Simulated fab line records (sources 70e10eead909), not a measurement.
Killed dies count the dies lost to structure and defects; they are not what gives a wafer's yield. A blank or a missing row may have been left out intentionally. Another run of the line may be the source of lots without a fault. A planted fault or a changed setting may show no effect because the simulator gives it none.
Chamber matching | flow nandHarc | NHARC_A_SLIT_DEP_23 on pecvd-02: 3 sister chambers
The step deposits SiON, target thk 100 nm. 5 wafers are shown with their chamber, then 7 later ones without.

## WAFERS, EACH WITH ITS CHAMBER
wafer  | chamber | showerheadVppV (V) | heaterPowerW (W)
L075.5 | 2       | 1215               | 811
L081.6 | 1       | 1275               | 867
L080.6 | 1       | 1274               | 838
L086.2 | 0       | 1217               | 785
L086.4 | 0       | 1224               | 808

## WAFERS MISSING THEIR CHAMBER
wafer  | showerheadVppV (V) | heaterPowerW (W)
L086.6 | 1196               | 852
L093.1 | 1183               | 834
L093.4 | 1201               | 898
L093.5 | 1289               | 866
L094.4 | 1228               | 748
L094.5 | 1184               | 894
L094.6 | 1257               | 780

## EACH ONE'S CHAMBER
wafer  | from the rows above     | in truth
L086.6 | can't be placed: 2 or 0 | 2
L093.1 | can't be placed: 2 or 0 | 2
L093.4 | can't be placed: 2 or 0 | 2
L093.5 | 1                       | 1
L094.4 | can't be placed: 0 or 2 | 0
L094.5 | can't be placed: 2 or 0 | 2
L094.6 | 1                       | 1
2 of 7 placed correctly. These rows do not allow placing 5 (true chamber among the candidates in 5). Wrongly placed: 0.
How it was worked out, from the rows above alone: a wafer's distance from a chamber is the root of the sum, over the readings, of the square of ((its reading less the chamber's mean) divided by the reading's scatter). If the next closest chamber is less than 2 further off than the closest, the wafer can't be placed; otherwise it belongs to the closest. A chamber's mean is the mean of its shown wafers. The scatter: the root of (the sum of the squares of (reading less its chamber's mean) over the shown wafers, divided by (wafers less chambers)).
